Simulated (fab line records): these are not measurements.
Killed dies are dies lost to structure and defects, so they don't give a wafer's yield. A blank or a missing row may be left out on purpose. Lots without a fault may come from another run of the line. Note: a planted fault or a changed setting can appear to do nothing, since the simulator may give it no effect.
Struck lot and sound lot, side by side ; flow n5-finfet ; 14 steps out of a route of 1938
Sound: the wafers L312.3, L312.5, L312.6. Struck: wafer L332.5; the same lot's L332.3 was not struck, so it is left out; see the end for the cause.
Per side, at each step with rows, come the tool, then ch with its chambers, and then its first start. Under that, the readings that differ: sound wafers ; struck wafers ; difference of the means ; sigmas: that difference in standard deviations of wafers without a fault.
alike: readings with means less than 2 such deviations apart, plus words and numbers identical on both sides. not compared: withheld readings, readings lacking a value on some wafer, bounds such as >300 that could conceal the same value, and numbers that have no deviation in the record and whose values overlap.
The two part at a step that has a row with sigmas, a row that says differs or no value, or rows on one side only. Numbers that don't overlap but have no deviation are shown without sigmas and don't part them. A reading missing from all wafers of one side parts the sides only when that side holds two or more wafers.

first, 2 steps without rows for these wafers: N5_BEOL_M9_PRECLEAN_42 (cleans in residue remover, time 60 s); N5_BEOL_M9_SRD_43 (time 30 s).
N5_BEOL_M9_CD_MEAS_35: target cd 70 nm, target cd y 40 nm.
  sound on cd-sem-01 at day 10 12:19; struck on cd-sem-03 at day 15 13:58
reading;sound;struck;difference;sigmas
cd-nm (nm);68.8 69.1 70.3;70.9;+1.5;+2
then, 1 step without rows for these wafers: N5_BEOL_M9_CURE_72 (cures SiCOH lowk, time 120 s).
N5_BEOL_M9_DEGAS_44: time 60 s.
  sound on pvd-sputter-02 at day 10 12:58; struck on pvd-sputter-02 at day 15 14:32
  alike: heater-power-w
N5_BEOL_M9_PRE_CLEAN_45: time 30 s.
  sound on pvd-sputter-02 at day 10 13:01; struck on pvd-sputter-02 at day 15 14:34
  alike: heater-power-w
N5_BEOL_M9_ALD_74: deposits TaN, target thk 2 nm, pulse time 2 s, purge time 3 s.
  sound on ald-metal-02 ch 0,1, day 10 13:04; struck on ald-metal-04 ch 2, day 15 14:43
  alike: heater-power-w, precursor-vessel-carrier-sccm
N5_BEOL_M9_SURFACE_TREAT_79:
  sound on pvd-sputter-02 at day 10 13:29; struck on pvd-sputter-02 at day 15 15:07
  not compared: throttle-valve-pct
then, 3 steps without rows for these wafers: N5_BEOL_M9_CVD_78 (deposits Co from CCTBA/H2, target thk 2 nm, time 138.9 s); N5_BEOL_M9_SPUTTER_48 (material Cu, target thk 12 nm, time 2 s); N5_BEOL_M9_ECD_50 (material Cu, target thk 318 nm).
N5_BEOL_M9_ANNEAL_51: time 90 s.
  sound on rtp-anneal-01 ch 0, day 10 14:26; struck on rtp-anneal-01 ch 0, day 15 15:41
  alike: anneal-temp-c, wafer_temp_C_max
N5_BEOL_M9_CMP_52: polishes, stops on SiCOH lowk, t overpolish 7 s, target thk 140 nm.
  sound on cmp-03 ch 1,2, day 10 14:41; struck on cmp-03 ch 0, day 15 15:54
reading;sound;struck;difference;sigmas
barrier-field-endpoint-s (s);29.9 30.9 30.9;16.3;-14.3;-17
time-to-endpoint-s (s);70 68 68;36;-33;-10
  alike: motor-current-A, overpolish-run-s
next, for these wafers, 1 step has no rows: N5_PASSIVATION_PROBE_49.

WHERE THEY PART
Earliest at N5_BEOL_M9_CD_MEAS_35; latest, in this record, at N5_BEOL_M9_CMP_52.

WHY: what the simulator had put in
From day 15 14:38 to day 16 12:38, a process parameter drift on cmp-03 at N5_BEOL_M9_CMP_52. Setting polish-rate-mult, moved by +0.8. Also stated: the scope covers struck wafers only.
